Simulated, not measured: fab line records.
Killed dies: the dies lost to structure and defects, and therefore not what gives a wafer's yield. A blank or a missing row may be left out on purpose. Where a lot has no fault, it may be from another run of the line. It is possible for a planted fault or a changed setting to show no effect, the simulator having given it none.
Which tool did it? + flow nandHarc + 8 lots, 24 wafers sampled, at 9 steps of a route of 1302

== WHAT THE GAUGES READ, wafer by wafer ==
NHARC_A_ONON_D2_THK_MEAS_34: measures by ellipsometry.
| lot  | measured     | on           | thkNm (nm)        |
|------|--------------|--------------|-------------------|
| L829 | day 13 14:11 | filmMetro-02 | 197.0 200.4 198.8 |
| L830 | day 14 04:20 | filmMetro-02 | 198.8 199.9 202.6 |
| L831 | day 14 15:30 | filmMetro-01 | 200.9 199.2 201.2 |
| L833 | day 15 10:05 | filmMetro-01 | 198.0 197.9 198.5 |
| L838 | day 17 02:47 | filmMetro-01 | 202.9 201.2 203.3 |
| L844 | day 20 01:39 | filmMetro-02 | 200.6 195.9 203.9 |
| L846 | day 20 17:53 | filmMetro-01 | 196.9 195.0 201.5 |
| L850 | day 22 16:41 | filmMetro-01 | 197.2 199.7 202.8 |

NHARC_A_CHANNEL_HOLE_D2_CD_MEAS_10 targets a cd of 100 nm.
| lot  | measured     | on       | cdNm (nm)         |
|------|--------------|----------|-------------------|
| L829 | day 13 17:08 | cdSem-03 | 99.5 98.2 98.9    |
| L830 | day 14 07:06 | cdSem-01 | 99.6 99.6 99.2    |
| L831 | day 14 18:18 | cdSem-03 | 99.5 99.6 99.4    |
| L833 | day 15 17:00 | cdSem-01 | 101.8 100.3 100.9 |
| L838 | day 17 06:11 | cdSem-02 | 99.4 99.8 100.0   |
| L844 | day 20 07:04 | cdSem-03 | 106.1 106.5 106.7 |
| L846 | day 20 20:40 | cdSem-02 | 105.5 105.3 105.7 |
| L850 | day 22 21:01 | cdSem-03 | 98.9 100.1 100.1  |

NHARC_A_CHANNEL_HOLE_D2_CD_MEAS_31.
| lot  | measured     | on       | cdNm (nm)      |
|------|--------------|----------|----------------|
| L829 | day 14 00:02 | cdSem-02 | 89.2 88.7 87.8 |
| L830 | day 14 13:59 | cdSem-02 | 87.8 88.2 88.0 |
| L831 | day 15 02:30 | cdSem-02 | 89.6 90.3 89.6 |
| L833 | day 16 02:15 | cdSem-01 | 89.8 92.7 88.7 |
| L838 | day 17 20:26 | cdSem-02 | 87.1 90.6 90.5 |
| L844 | day 20 16:07 | cdSem-01 | 95.1 96.6 95.6 |
| L846 | day 21 03:32 | cdSem-01 | 95.1 95.4 94.6 |
| L850 | day 23 03:55 | cdSem-03 | 88.0 88.8 89.1 |

NHARC_END_WLT_00.
| lot  | measured     | on        | VT_DECK1_BOTTOM   | VT_DECK1_BOTTOM_INNER | VT_DECK1_MEDIAN_NEAR_BOTTOM | VT_DECK1_MEDIAN_NEAR_BOTTOM_INNER | VT_DECK1_MIDDLE   | VT_DECK1_MIDDLE_INNER | VT_DECK1_TOP      | VT_DECK1_TOP_INNER | VT_DECK2_BOTTOM   | VT_DECK2_BOTTOM_INNER | VT_DECK2_MEDIAN_NEAR_BOTTOM | VT_DECK2_MEDIAN_NEAR_BOTTOM_INNER | VT_DECK2_MIDDLE   | VT_DECK2_MIDDLE_INNER | VT_DECK2_TOP      | VT_DECK2_TOP_INNER |
|------|--------------|-----------|-------------------|-----------------------|-----------------------------|-----------------------------------|-------------------|-----------------------|-------------------|--------------------|-------------------|-----------------------|-----------------------------|-----------------------------------|-------------------|-----------------------|-------------------|--------------------|
| L829 | day 25 05:43 | prober-02 | 0.871 0.871 0.875 | 0.869 0.872 0.869     | 0.875 0.873 0.872           | 0.880 0.867 0.874                 | 0.875 0.881 0.884 | 0.890 0.892 0.880     | 0.897 0.902 0.897 | 0.896 0.897 0.894  | 0.865 0.864 0.856 | 0.862 0.867 0.855     | 0.882 0.865 0.861           | 0.869 0.875 0.867                 | 0.877 0.876 0.880 | 0.881 0.883 0.884     | 0.895 0.892 0.890 | 0.896 0.889 0.889  |
| L830 | day 25 05:02 | prober-01 | 0.881 0.879 0.887 | 0.880 0.881 0.883     | 0.884 0.874 0.878           | 0.885 0.878 0.890                 | 0.899 0.895 0.886 | 0.892 0.887 0.894     | 0.902 0.903 0.900 | 0.904 0.904 0.901  | 0.861 0.870 0.860 | 0.858 0.867 0.859     | 0.856 0.865 0.866           | 0.867 0.865 0.853                 | 0.878 0.870 0.879 | 0.878 0.872 0.880     | 0.891 0.886 0.893 | 0.895 0.890 0.880  |
| L831 | day 26 04:35 | prober-02 | 0.873 0.868 0.863 | 0.870 0.879 0.862     | 0.872 0.871 0.868           | 0.870 0.877 0.864                 | 0.878 0.888 0.883 | 0.876 0.877 0.877     | 0.889 0.890 0.888 | 0.889 0.898 0.897  | 0.879 0.869 0.873 | 0.876 0.870 0.871     | 0.868 0.877 0.869           | 0.865 0.866 0.862                 | 0.875 0.880 0.881 | 0.879 0.880 0.877     | 0.894 0.897 0.896 | 0.892 0.889 0.890  |
| L833 | day 26 19:10 | prober-01 | 0.864 0.877 0.872 | 0.880 0.869 0.866     | 0.872 0.876 0.874           | 0.878 0.877 0.873                 | 0.893 0.891 0.895 | 0.886 0.880 0.890     | 0.898 0.899 0.898 | 0.903 0.887 0.899  | 0.869 0.875 0.871 | 0.874 0.874 0.870     | 0.875 0.885 0.867           | 0.880 0.888 0.870                 | 0.887 0.894 0.886 | 0.892 0.899 0.887     | 0.901 0.902 0.899 | 0.898 0.896 0.900  |
| L838 | day 28 21:12 | prober-02 | 0.874 0.868 0.870 | 0.870 0.876 0.871     | 0.872 0.873 0.864           | 0.871 0.869 0.867                 | 0.891 0.876 0.878 | 0.885 0.875 0.887     | 0.888 0.890 0.893 | 0.894 0.896 0.896  | 0.861 0.871 0.866 | 0.854 0.862 0.868     | 0.859 0.867 0.867           | 0.861 0.865 0.863                 | 0.862 0.879 0.879 | 0.869 0.881 0.882     | 0.892 0.893 0.889 | 0.892 0.892 0.889  |
| L844 | day 31 17:51 | prober-01 | 0.871 0.865 0.871 | 0.866 0.863 0.878     | 0.879 0.863 0.874           | 0.871 0.876 0.876                 | 0.882 0.879 0.881 | 0.882 0.878 0.888     | 0.899 0.896 0.893 | 0.898 0.888 0.899  | 0.895 0.895 0.888 | 0.893 0.890 0.892     | 0.889 0.892 0.900           | 0.884 0.902 0.895                 | 0.898 0.902 0.903 | 0.904 0.905 0.911     | 0.914 0.914 0.916 | 0.914 0.915 0.912  |
| L846 | day 31 21:47 | prober-02 | 0.865 0.870 0.856 | 0.862 0.857 0.860     | 0.866 0.867 0.861           | 0.870 0.867 0.866                 | 0.875 0.884 0.879 | 0.884 0.880 0.882     | 0.896 0.893 0.897 | 0.898 0.894 0.891  | 0.890 0.890 0.892 | 0.890 0.898 0.888     | 0.890 0.895 0.881           | 0.886 0.892 0.889                 | 0.903 0.901 0.906 | 0.906 0.900 0.904     | 0.913 0.913 0.916 | 0.914 0.917 0.906  |
| L850 | day 34 03:44 | prober-01 | 0.875 0.892 0.882 | 0.877 0.879 0.879     | 0.886 0.885 0.894           | 0.884 0.887 0.886                 | 0.890 0.886 0.901 | 0.899 0.894 0.895     | 0.905 0.914 0.908 | 0.906 0.907 0.911  | 0.859 0.855 0.864 | 0.857 0.856 0.856     | 0.855 0.861 0.862           | 0.860 0.868 0.862                 | 0.874 0.876 0.878 | 0.868 0.870 0.872     | 0.884 0.886 0.886 | 0.885 0.894 0.887  |

NHARC_END_SORT_01.
| lot  | measured     | on        | killedAtArray | killedAtOther | killedAtPeriphery | killedDies | killedOpen | killedShort |
|------|--------------|-----------|---------------|---------------|-------------------|------------|------------|-------------|
| L844 | day 31 21:55 | prober-01 | 65            | 0             | 2                 | 67         | 3          | 0           |

== EACH LOT AND THE TOOL THAT RAN IT (in order: tool; ch and the chambers of the sampled wafers; start) ==
| lot  | NHARC_A_CHANNEL_HOLE_D2_PEB_08   | NHARC_A_CHANNEL_HOLE_D2_ETCH_34              | NHARC_A_CHANNEL_HOLE_D2_ETCH_19 | NHARC_A_CHANNEL_HOLE_D2_XSEM_32 |
|------|----------------------------------|----------------------------------------------|---------------------------------|---------------------------------|
| L829 | lithoTrack-06 ch 0, day 13 17:04 | rieDiel-05 ch 0,1,2, day 13 18:31 or earlier | harEtch-01 ch 0,1, day 13 18:31 | xsem-02 ch 0, day 14 00:07      |
| L830 | lithoTrack-06 ch 0, day 14 07:01 | rieDiel-05 ch 0,1, day 14 08:29 or earlier   | harEtch-02 ch 1, day 14 08:29   | xsem-01 ch 0, day 14 14:04      |
| L831 | lithoTrack-06 ch 0, day 14 18:13 | rieDiel-05 ch 1,2, day 14 21:01 or earlier   | harEtch-02 ch 1, day 14 21:01   | xsem-01 ch 0, day 15 02:36      |
| L833 | lithoTrack-01 ch 0, day 15 16:55 | rieDiel-05 ch 0,2,3, day 15 20:44 or earlier | harEtch-02 ch 0,1, day 15 20:44 | xsem-02 ch 0, day 16 02:20      |
| L838 | lithoTrack-06 ch 0, day 17 06:06 | rieDiel-05 ch 0,3, day 17 14:57 or earlier   | harEtch-01 ch 0,1, day 17 14:57 | xsem-01 ch 0, day 17 20:32      |
| L844 | lithoTrack-06 ch 0, day 20 06:59 | rieDiel-05 ch 0,3, day 20 10:35 or earlier   | harEtch-01 ch 1, day 20 10:35   | xsem-02 ch 0, day 20 16:13      |
| L846 | lithoTrack-06 ch 0, day 20 20:35 | rieDiel-09 ch 1,3, day 20 22:02 or earlier   | harEtch-02 ch 0,1, day 20 22:02 | xsem-01 ch 0, day 21 03:37      |
| L850 | lithoTrack-04 ch 0, day 22 20:56 | rieDiel-05 ch 1,3, day 22 22:23 or earlier   | harEtch-01 ch 0,1, day 22 22:23 | xsem-02 ch 0, day 23 04:01      |
- NHARC_A_CHANNEL_HOLE_D2_PEB_08: peb time 65 s.
- NHARC_A_CHANNEL_HOLE_D2_ETCH_34: etches the open film in CF4/CHF3, target depth 154 nm, time 77 s.
- NHARC_A_CHANNEL_HOLE_D2_ETCH_19: etches the open film in C4F8/O2/Ar, time 34.5 s.
- NHARC_A_CHANNEL_HOLE_D2_XSEM_32

== AS READ BY THE TOOLS THEMSELVES (means over the sampled wafers that have a number; for cases with no such wafer, the mark the record gives instead) ==
NHARC_A_CHANNEL_HOLE_D2_ETCH_34.
| lot  | tool       | chamberPressureMTorr (mTorr) | drypumpMotorCurrentA (A) | oesProductAu (a.u.) | rfVppV (V) | showerheadPlenumPTorr (Torr) | throttleValvePct (%) |
|------|------------|------------------------------|--------------------------|---------------------|------------|------------------------------|----------------------|
| L829 | rieDiel-05 | 24.993                       | 5.7                      | 0.967               | 370.1      | 1.55                         | 16.800               |
| L830 | rieDiel-05 | 25.001                       | 5.4                      | 0.953               | 368.1      | 1.51                         | 16.804               |
| L831 | rieDiel-05 | 25.002                       | 6.0                      | 0.970               | 370.4      | 1.59                         | 16.805               |
| L833 | rieDiel-05 | 24.998                       | 5.8                      | 0.967               | 369.2      | 1.53                         | 16.803               |
| L838 | rieDiel-05 | 25.012                       | 5.6                      | 0.923               | 367.7      | 1.49                         | 16.801               |
| L844 | rieDiel-05 | 25.009                       | 5.5                      | 0.957               | 367.4      | 1.48                         | 16.808               |
| L846 | rieDiel-09 | 25.002                       | 5.5                      | 0.927               | 372.1      | 1.61                         | 16.800               |
| L850 | rieDiel-05 | 25.010                       | 5.7                      | 0.964               | 370.3      | 1.54                         | 16.803               |

NHARC_A_CHANNEL_HOLE_D2_ETCH_19.
| lot  | tool       | chamberPressureMTorr (mTorr) | drypumpMotorCurrentA (A) | showerheadPlenumPTorr (Torr) | throttleValvePct (%) |
|------|------------|------------------------------|--------------------------|------------------------------|----------------------|
| L829 | harEtch-01 | 15.007                       | 5.2                      | 3.73                         | 37.036               |
| L830 | harEtch-02 | 14.982                       | 5.2                      | 3.78                         | 37.030               |
| L831 | harEtch-02 | 14.994                       | 5.2                      | 3.77                         | 37.031               |
| L833 | harEtch-02 | 15.006                       | 5.6                      | 3.72                         | 37.031               |
| L838 | harEtch-01 | 15.005                       | 4.9                      | 3.70                         | 37.032               |
| L844 | harEtch-01 | 15.000                       | 5.5                      | 3.68                         | 37.033               |
| L846 | harEtch-02 | 14.990                       | 6.0                      | 3.88                         | 37.031               |
| L850 | harEtch-01 | 14.995                       | 5.2                      | 3.66                         | 37.033               |

NHARC_A_CHANNEL_HOLE_D2_XSEM_32.
| lot  | tool    | botCdNm (nm) | bowNm (nm) | tiltDeg (degrees) |
|------|---------|--------------|------------|-------------------|
| L829 | xsem-02 | 72.7         | 9.0        | 0.02              |
| L830 | xsem-01 | 72.7         | 8.5        | 0.12              |
| L831 | xsem-01 | 74.0         | 8.7        | 0.01              |
| L833 | xsem-02 | 74.8         | 8.7        | 0.07              |
| L838 | xsem-01 | 74.6         | 8.6        | 0.08              |
| L844 | xsem-02 | 80.2         | 8.6        | 0.15              |
| L846 | xsem-01 | 80.1         | 8.1        | 0.06              |
| L850 | xsem-02 | 73.1         | 8.6        | 0.04              |

== THE ANSWER, worked out from the rows above alone ==
Rule: the lots themselves supply what counts as usual. The widest of any qualifying gaps counts: lots, ordered by their means at a reading, are off when they make up no more than a third of the lots, leave a main group of 4 or more, and stand apart from it by 3 or more times the standard deviation of that group's means. Not used: any main group whose means are identical at the precision the tables above print for the reading. Also off: a lot with no number at a reading for which 4 or more lots have one. Where the step has rows for the other lots, those lots are counted as sound. After the gauges, taken in route order, come the tools' own readings; for these a lot's mean is taken, as printed above. At the first step where some lot is off, the reading lying furthest off is the one used; lots without a number count as furthest.
Off, at NHARC_A_CHANNEL_HOLE_D2_CD_MEAS_10 on cdNm: L844, L846. Mean 99.7 nm and standard deviation 0.64 in the main group.
If a tool, at a process step before that reading, ran all the lots that are off and no sound lot after the first of them, it fits. The gauges at NHARC_A_CHANNEL_HOLE_D2_CD_MEAS_10 aren't tried: what is off there is off at NHARC_A_CHANNEL_HOLE_D2_CD_MEAS_31 too, on other tools, and a gauge's error can't cause that. One fits: lithoTrack-06 at NHARC_A_CHANNEL_HOLE_D2_PEB_08. A fault onset in the window from L838 (day 17 06:06, its last sound lot) to L844 (day 20 06:59, its first lot off) fits.

== WHAT THE SIMULATOR PUT IN ==
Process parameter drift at NHARC_A_CHANNEL_HOLE_D2_PEB_08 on lithoTrack-06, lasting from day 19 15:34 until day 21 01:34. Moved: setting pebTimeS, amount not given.
Shown lots that were struck: L844, L846. The rule given above showed the same thing.
